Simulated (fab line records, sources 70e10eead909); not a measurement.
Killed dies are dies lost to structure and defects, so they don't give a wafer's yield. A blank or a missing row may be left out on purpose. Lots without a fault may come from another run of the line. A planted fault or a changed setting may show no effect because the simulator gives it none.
Tool commonality check | flow nand_harc | 11 lots, 33 wafers sampled

WHY IT WAS OPENED
At NHARC_END_SORT_01 the reading killed_at_periphery is flagged on 2 of 11 lots. Wafers without a fault read 3.9, standard deviation 2.5.
Rule: a lot is flagged when every wafer of it that has a number lies more than 4 standard deviations from that mean, or none has a number. The other lots count as sound.

lot  | measured     | on        | killed_at_periphery, wafer by wafer | flag
L675 | day 24 20:31 | prober-01 | 0 3 2                               |
L676 | day 25 01:47 | prober-02 | 1 3 2                               |
L678 | day 25 18:31 | prober-02 | 4 9 8                               |
L679 | day 26 18:23 | prober-01 | 2 2 2                               |
L684 | day 28 14:19 | prober-01 | 599 594 580                         | FLAGGED
L685 | day 29 09:58 | prober-01 | 629 615 634                         | FLAGGED
L687 | day 30 14:36 | prober-02 | 8 3 2                               |
L692 | day 31 11:24 | prober-02 | 7 7 4                               |
L691 | day 31 23:22 | prober-02 | 0 7 3                               |
L693 | day 32 08:11 | prober-01 | 1 1 4                               |
L694 | day 32 16:44 | prober-01 | 4 11 5                              |
The numbers of the flagged lots are 608.5 on average: +604.6 against the usual, or +99 or more standard deviations.

WHICH TOOL RAN EACH LOT
The record holds 4 process steps before the reading, out of a route of 1302 steps. In each cell: the tool, then ch and the chambers that the sampled wafers went through, then the start.
lot  | flag    | NHARC_P_ZERO_WELL_ETCH_62                     | NHARC_P_ZERO_WELL_DESCUM_39        | NHARC_P_ZERO_WELL_STRIP_41          | NHARC_P_ZERO_WELL_RTA_42
L675 |         | rie_diel-11 ch 0,1,2, day 2 10:23 or earlier  | rie_diel-05 ch 1,3, day 2 10:23    | wet_bench-05 ch 3,4,7, day 2 11:05  | rtp_anneal-01 ch 0, day 2 12:51
L676 |         | rie_diel-05 ch 2,3, day 2 20:26 or earlier    | rie_diel-11 ch 0,1,2, day 2 20:26  | wet_bench-05 ch 1,2,5, day 2 21:41  | rtp_anneal-01 ch 0, day 2 23:37
L678 |         | rie_diel-11 ch 0,1, day 3 16:28 or earlier    | rie_diel-05 ch 0,3, day 3 16:28    | wet_bench-05 ch 2,3,4, day 3 17:13  | rtp_anneal-02 ch 0, day 3 21:17
L679 |         | rie_diel-11 ch 1,2, day 4 02:35 or earlier    | rie_diel-05 ch 2,3, day 4 02:35    | wet_bench-03 ch 1,3,5, day 4 03:18  | rtp_anneal-01 ch 0, day 4 05:24
L684 | FLAGGED | rie_diel-11 ch 0,1, day 6 04:26 or earlier    | rie_diel-11 ch 0,1,2, day 6 04:26  | wet_bench-02 ch 3,4,5, day 6 05:09  | rtp_anneal-02 ch 0, day 6 07:02
L685 | FLAGGED | rie_diel-11 ch 0,2, day 6 14:16 or earlier    | rie_diel-05 ch 1,2, day 6 14:16    | wet_bench-02 ch 1,3,6, day 6 14:59  | rtp_anneal-02 ch 0, day 6 17:06
L687 |         | rie_diel-11 ch 0,2,3, day 7 11:08 or earlier  | rie_diel-05 ch 1,2,3, day 7 11:08  | wet_bench-02 ch 0,4,6, day 7 11:50  | rtp_anneal-01 ch 0, day 7 13:46
L692 |         | rie_diel-10 ch 2,3, day 9 12:23 or earlier    | rie_diel-11 ch 1,2,3, day 9 12:23  | wet_bench-02 ch 0,2,7, day 9 13:07  | rtp_anneal-01 ch 0, day 9 14:52
L691 |         | rie_diel-11 ch 1,3, day 9 02:17 or earlier    | rie_diel-11 ch 1,2,3, day 9 02:17  | wet_bench-02 ch 0,3,5, day 9 02:59  | rtp_anneal-01 ch 0, day 9 04:54
L693 |         | rie_diel-10 ch 0,2, day 9 22:16 or earlier    | rie_diel-10 ch 0,2,3, day 9 22:16  | wet_bench-02 ch 1,2,7, day 9 22:58  | rtp_anneal-01 ch 0, day 10 00:44
L694 |         | rie_diel-10 ch 0,1,2, day 10 08:25 or earlier | rie_diel-10 ch 0,2,3, day 10 08:25 | wet_bench-03 ch 1,2,7, day 10 09:10 | rtp_anneal-02 ch 0, day 10 11:09
What these steps do:
- NHARC_P_ZERO_WELL_ETCH_62: etches the open film in CHF3/Ar, target depth 13 nm, time 6.5 s.
- NHARC_P_ZERO_WELL_DESCUM_39: chemistry O2, time 3 s.
- NHARC_P_ZERO_WELL_STRIP_41: strips in SPM, time 840 s.
- NHARC_P_ZERO_WELL_RTA_42: time 300 s.
- NHARC_END_SORT_01

FLAGGED OVER TOTAL, TOOL BY TOOL (the gauges that took the reading come last)
step                        | tool          | lots run | flagged | share of the flagged lots | sound lots run after its first flagged lot
NHARC_P_ZERO_WELL_ETCH_62   | rie_diel-05   | 1        | 0       | none                      | -
NHARC_P_ZERO_WELL_ETCH_62   | rie_diel-10   | 3        | 0       | none                      | -
NHARC_P_ZERO_WELL_ETCH_62   | rie_diel-11   | 7        | 2       | all                       | 2 (L687,L691)
NHARC_P_ZERO_WELL_DESCUM_39 | rie_diel-05   | 5        | 1       | some                      | 1 (L687)
NHARC_P_ZERO_WELL_DESCUM_39 | rie_diel-10   | 2        | 0       | none                      | -
NHARC_P_ZERO_WELL_DESCUM_39 | rie_diel-11   | 4        | 1       | some                      | 2 (L691,L692)
NHARC_P_ZERO_WELL_STRIP_41  | wet_bench-02  | 6        | 2       | all                       | 4 (L687,L691,L692,L693)
NHARC_P_ZERO_WELL_STRIP_41  | wet_bench-03  | 2        | 0       | none                      | -
NHARC_P_ZERO_WELL_STRIP_41  | wet_bench-05  | 3        | 0       | none                      | -
NHARC_P_ZERO_WELL_RTA_42    | rtp_anneal-01 | 7        | 0       | none                      | -
NHARC_P_ZERO_WELL_RTA_42    | rtp_anneal-02 | 4        | 2       | all                       | 1 (L694)
NHARC_END_SORT_01           | prober-01     | 6        | 2       | all                       | 2 (L693,L694)
NHARC_END_SORT_01           | prober-02     | 5        | 0       | none                      | -
NHARC_P_ZERO_WELL_ETCH_62 gives no start for some lots, so the hours and the order of its lots are those of NHARC_P_ZERO_WELL_DESCUM_39.

WHAT THE TABLE ALLOWS
4 rows of the table ran every flagged lot: rie_diel-11 at NHARC_P_ZERO_WELL_ETCH_62, wet_bench-02 at NHARC_P_ZERO_WELL_STRIP_41, rtp_anneal-02 at NHARC_P_ZERO_WELL_RTA_42, prober-01 at NHARC_END_SORT_01.
- rie_diel-11 at NHARC_P_ZERO_WELL_ETCH_62: 2 of its 7 lots flagged. Sound lots ran on it after the first flagged one (L687, L691), which a lasting fault on the whole tool wouldn't allow.
- wet_bench-02 at NHARC_P_ZERO_WELL_STRIP_41: 2 of its 6 lots flagged. Sound lots ran on it after the first flagged one (L687, L691, L692, L693), which a lasting fault on the whole tool wouldn't allow. On the flagged lots its readings are blank where sound lots have values: bath_guard_temp_C, bath_heat_duty_pct.
- rtp_anneal-02 at NHARC_P_ZERO_WELL_RTA_42: 2 of its 4 lots flagged. Sound lots ran on it after the first flagged one (L694), which a lasting fault on the whole tool wouldn't allow.
- prober-01 at NHARC_END_SORT_01: 2 of its 6 lots flagged. Sound lots ran on it after the first flagged one (L693, L694), which a lasting fault on the whole tool wouldn't allow.
No row of the table ran every flagged lot and no sound lot after the first.

WHAT THE SIMULATOR HAD PUT IN
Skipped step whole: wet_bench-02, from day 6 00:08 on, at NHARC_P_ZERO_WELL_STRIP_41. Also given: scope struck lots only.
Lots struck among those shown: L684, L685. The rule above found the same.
